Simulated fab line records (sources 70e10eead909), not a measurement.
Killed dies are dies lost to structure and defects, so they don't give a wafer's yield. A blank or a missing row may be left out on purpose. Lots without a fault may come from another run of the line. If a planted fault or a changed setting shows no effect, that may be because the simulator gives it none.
Chamber matching | flow nand harc | NHARC_A_CONTACT_ETCH_92 on rie diel-07: 4 sister chambers
The step etches the open film in CH3F/O2, target depth 40 nm, time 85.7 s. 4 wafers are shown with their chamber, then 8 later ones without.

## WAFERS PAIRED WITH THEIR CHAMBERS
wafer  | chamber | showerhead plenum p Torr (Torr)
L082.3 | 2       | 2.46
L085.6 | 0       | 2.61
L083.1 | 1       | 2.42
L089.1 | 3       | 2.41

## WAFERS WITH NO CHAMBER GIVEN
wafer  | showerhead plenum p Torr (Torr)
L089.5 | 2.41
L089.6 | 2.45
L092.4 | 2.41
L092.5 | 2.45
L092.6 | 2.41
L095.1 | 2.40
L095.2 | 2.59
L095.4 | 2.45

## WHICH CHAMBER EACH WENT THROUGH
wafer  | from the rows above     | in truth
L089.5 | can't be placed: 3 or 1 | 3
L089.6 | 2                       | 2
L092.4 | can't be placed: 3 or 1 | 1
L092.5 | 2                       | 2
L092.6 | can't be placed: 3 or 1 | 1
L095.1 | can't be placed: 3 or 1 | 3
L095.2 | 0                       | 0
L095.4 | 2                       | 2
4 of 8 placed correctly. These rows do not allow placing 4 (true chamber among the candidates in 4). 0 placed wrongly.
How it was worked out, from the rows above alone: a wafer's distance from a chamber is the root of the sum, over the readings, of the square of ((its reading less the chamber's mean) divided by the reading's scatter). If the next closest chamber is less than 2 further off than the closest, the wafer can't be placed; otherwise it belongs to the closest. Each chamber's mean is taken over the wafers shown for it. The scatter: root of mean squared gap, hidden wafer to nearest shown wafer, with one shown wafer a chamber.
